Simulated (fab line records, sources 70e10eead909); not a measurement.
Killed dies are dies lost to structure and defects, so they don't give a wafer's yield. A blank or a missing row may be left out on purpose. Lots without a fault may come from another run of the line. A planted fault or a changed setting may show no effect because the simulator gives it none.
Chamber matching | flow nand_harc | NHARC_A_STAIRCASE_DEP_156 on pecvd-03: 3 sister chambers
The step deposits SiNx, target thk 50 nm. 6 wafers are shown with their chamber, then 7 later ones without.

WAFERS WITH THEIR CHAMBER
wafer  | chamber | heater_power_w (W)
L081.3 | 2       | 706
L082.3 | 2       | 862
L089.3 | 0       | 710
L089.6 | 0       | 738
L093.1 | 1       | 669
L093.5 | 1       | 674

WAFERS WITHOUT THEIR CHAMBER
wafer  | heater_power_w (W)
L093.6 | 791
L094.1 | 745
L094.2 | 806
L094.4 | 825
L095.1 | 851
L095.3 | 852
L095.4 | 831

WHICH CHAMBER EACH WENT THROUGH
wafer  | from the rows above          | in truth
L093.6 | can't be placed: 2 or 0 or 1 | 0
L094.1 | can't be placed: 0 or 2 or 1 | 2
L094.2 | can't be placed: 2 or 0 or 1 | 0
L094.4 | can't be placed: 2 or 0 or 1 | 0
L095.1 | can't be placed: 2 or 0 or 1 | 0
L095.3 | can't be placed: 2 or 0 or 1 | 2
L095.4 | can't be placed: 2 or 0 or 1 | 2
Placed correctly: 0 of 7. Can't be placed from these rows: 7 (the true chamber is among the candidates in 7). Placed wrongly: 0.
How it was worked out, from the rows above alone: a wafer's distance from a chamber is the root of the sum, over the readings, of the square of ((its reading less the chamber's mean) divided by the reading's scatter). The wafer belongs to the nearest chamber; if the next one is less than 2 further off, it can't be placed. A chamber's mean is the mean of its shown wafers. The scatter: the root of (the sum of the squares of (reading less its chamber's mean) over the shown wafers, divided by (wafers less chambers)).
